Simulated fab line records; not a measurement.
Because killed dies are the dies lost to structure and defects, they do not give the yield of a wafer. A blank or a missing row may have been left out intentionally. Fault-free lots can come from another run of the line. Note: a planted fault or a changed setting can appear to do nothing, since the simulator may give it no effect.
Chamber matching	flow nandHarc	NHARC_A_STAIRCASE_DEP_471 on pecvd-01: 3 sister chambers
The step deposits SiO2, target thk 100 nm. 3 wafers are shown with their chamber, then 7 later ones without.

WAFERS WITH THEIR CHAMBER
wafer	chamber	throttleValvePct (%)
L085.5	1	16.3
L091.1	2	15.6
L091.4	0	15.8

WAFERS WITH NO CHAMBER GIVEN
wafer	throttleValvePct (%)
L091.5	15.9
L095.1	16.4
L095.2	15.5
L095.3	16.4
L095.4	15.3
L095.5	16.3
L095.6	16.5

WHICH CHAMBER EACH ONE RAN IN
wafer	from the rows above	in truth
L091.5	can't be placed: 0 or 2 or 1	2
L095.1	1	1
L095.2	can't be placed: 2 or 0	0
L095.3	1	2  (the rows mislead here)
L095.4	can't be placed: 2 or 0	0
L095.5	1	1
L095.6	1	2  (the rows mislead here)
2 of 7 placed correctly. From these rows, 3 cannot be placed; in 3 the true chamber is one of the candidates. Wrongly placed: 2.
How it was worked out, from the rows above alone: a wafer's distance from a chamber is the root of the sum, over the readings, of the square of ((its reading less the chamber's mean) divided by the reading's scatter). If the next closest chamber is less than 2 further off than the closest, the wafer can't be placed; otherwise it belongs to the closest. Each chamber's mean is taken over the wafers shown for it. The scatter: with one shown wafer a chamber, the root of the mean of the squares of how far each hidden wafer lies from its nearest shown one.
